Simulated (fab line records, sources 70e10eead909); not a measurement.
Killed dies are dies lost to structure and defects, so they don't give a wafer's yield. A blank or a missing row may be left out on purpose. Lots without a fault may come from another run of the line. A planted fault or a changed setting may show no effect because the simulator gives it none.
Chamber matching | flow nand_harc | NHARC_A_M0_DEP_32 on pecvd-01: 3 sister chambers
The step deposits SiCN, target thk 30 nm. 6 wafers are shown with their chamber, then 12 later ones without.

WAFERS WITH THEIR CHAMBER
wafer  | chamber | heater_power_w (W)
L079.4 | 1       | 558
L087.1 | 1       | 573
L090.4 | 2       | 512
L091.1 | 2       | 506
L091.3 | 0       | 540
L091.6 | 0       | 550

WAFERS WITHOUT THEIR CHAMBER
wafer  | heater_power_w (W)
L093.1 | 509
L093.2 | 468
L093.3 | 549
L094.3 | 596
L094.4 | 594
L094.6 | 515
L096.2 | 463
L096.3 | 556
L096.5 | 464
L096.1 | 567
L096.4 | 464
L096.6 | 566

WHICH CHAMBER EACH WENT THROUGH
wafer  | from the rows above     | in truth
L093.1 | 2                       | 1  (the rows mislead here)
L093.2 | 2                       | 2
L093.3 | can't be placed: 0 or 1 | 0
L094.3 | 1                       | 1
L094.4 | 1                       | 1
L094.6 | 2                       | 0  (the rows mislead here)
L096.2 | 2                       | 2
L096.3 | can't be placed: 1 or 0 | 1
L096.5 | 2                       | 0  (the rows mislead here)
L096.1 | 1                       | 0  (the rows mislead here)
L096.4 | 2                       | 2
L096.6 | 1                       | 1
Placed correctly: 6 of 12. Can't be placed from these rows: 2 (the true chamber is among the candidates in 2). Placed wrongly: 4.
How it was worked out, from the rows above alone: a wafer's distance from a chamber is the root of the sum, over the readings, of the square of ((its reading less the chamber's mean) divided by the reading's scatter). The wafer belongs to the nearest chamber; if the next one is less than 2 further off, it can't be placed. A chamber's mean is the mean of its shown wafers. The scatter: the root of (the sum of the squares of (reading less its chamber's mean) over the shown wafers, divided by (wafers less chambers)).
